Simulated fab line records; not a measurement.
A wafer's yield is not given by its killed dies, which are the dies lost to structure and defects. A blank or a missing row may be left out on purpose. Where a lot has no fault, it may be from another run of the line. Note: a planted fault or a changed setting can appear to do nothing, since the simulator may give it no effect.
Chamber matching ; flow n5-finfet ; rie-diel-01 running N5_BEOL_M12_ETCH_67: 4 sister chambers
The step etches SiARC in CF4, target depth 143 nm, time 238.3 s. 8 wafers are shown with their chamber, then 10 later ones without.

== WAFERS PAIRED WITH THEIR CHAMBERS ==
wafer;chamber;showerhead-plenum-p-Torr (Torr);drypump-motor-current-A (A)
L078.6;1;2.23;5.8
L077.1;2;2.10;5.1
L082.4;3;2.05;5.1
L080.1;0;2.19;6.3
L080.3;1;2.23;5.8
L080.6;3;2.04;5.0
L093.3;0;2.18;6.2
L093.4;2;2.09;5.2

== WAFERS WITHOUT THEIR CHAMBER ==
wafer;showerhead-plenum-p-Torr (Torr);drypump-motor-current-A (A)
L093.6;2.09;5.1
L090.1;2.04;5.0
L090.3;2.09;5.1
L090.5;2.04;5.0
L096.2;2.04;5.0
L096.3;2.09;5.1
L096.4;2.22;5.8
L097.1;2.17;6.2
L097.4;2.22;5.8
L097.6;2.18;6.2

== CHAMBER TAKEN BY EACH ==
wafer;from the rows above;in truth
L093.6;2;2
L090.1;3;3
L090.3;2;2
L090.5;3;3
L096.2;3;3
L096.3;2;2
L096.4;1;1
L097.1;0;0
L097.4;1;1
L097.6;0;0
Placed correctly: 10 of 10. Can't be placed from these rows: 0. Wrongly placed: 0.
How it was worked out, from the rows above alone: a wafer's distance from a chamber is the root of the sum, over the readings, of the square of ((its reading less the chamber's mean) divided by the reading's scatter). If the next closest chamber is less than 2 further off than the closest, the wafer can't be placed; otherwise it belongs to the closest. For every chamber, the mean is computed from those of its wafers that are shown. The scatter: take each reading less its chamber's mean, square it, sum over the shown wafers, divide by the number of wafers less the number of chambers, and take the root.
